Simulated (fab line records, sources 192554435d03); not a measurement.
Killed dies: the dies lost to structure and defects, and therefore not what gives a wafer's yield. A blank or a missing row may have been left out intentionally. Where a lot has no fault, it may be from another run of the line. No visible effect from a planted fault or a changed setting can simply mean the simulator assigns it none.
Which tool was responsible? -- flow n5 finfet -- at 1 step of a route of 1938, 12 lots with 36 wafers sampled

## WHAT EACH GAUGE READ, for each wafer
N5_BEOL_M2_OVL_MEAS_29.
lot,measured,on,V1_OVL (nm)
L075,day 6 23:51,overlay-02,-0.4 0.5 1.0
L077,day 7 10:32,overlay-02,-0.3 -0.2 0.2
L079,day 7 21:14,overlay-01,-0.8 0.0 -0.9
L082,day 8 15:52,overlay-02,0.1 -0.6 0.0
L083,day 9 04:52,overlay-01,0.0 0.4 -0.2
L084,day 9 08:01,overlay-02,-0.2 0.0 -0.7
L088,day 9 21:31,overlay-02,-0.1 0.2 0.3
L089,day 10 08:28,overlay-01,-0.6 0.0 -0.6
L091,day 11 04:07,overlay-01,-0.1 -0.1 0.0
L093,day 11 07:44,overlay-01,-0.4 0.2 -0.1
L095,day 12 05:31,overlay-01,0.6 -0.1 0.6
L097,day 12 10:25,overlay-01,-0.8 -0.6 0.3

## EACH LOT AND THE TOOL THAT RAN IT (in order: tool; ch and the chambers of the sampled wafers; start)
No process step before these readings appears in the record.

## THE ANSWER, worked out from the rows above alone
Rule: the usual values come from the lots themselves. The widest of any qualifying gaps counts: lots, ordered by their means at a reading, are off when they make up no more than a third of the lots, leave a main group of 4 or more, and stand apart from it by 3 or more times the standard deviation of that group's means. A main group is skipped when, at the precision printed for the reading in the tables above, its means are all equal. A lot without any number at a reading at which 4 lots or more have one is off too. All remaining lots with rows at the step are treated as sound.
No lot is off at any reading shown: from this, nothing can be told.

## WHAT WAS PUT IN BY THE SIMULATOR
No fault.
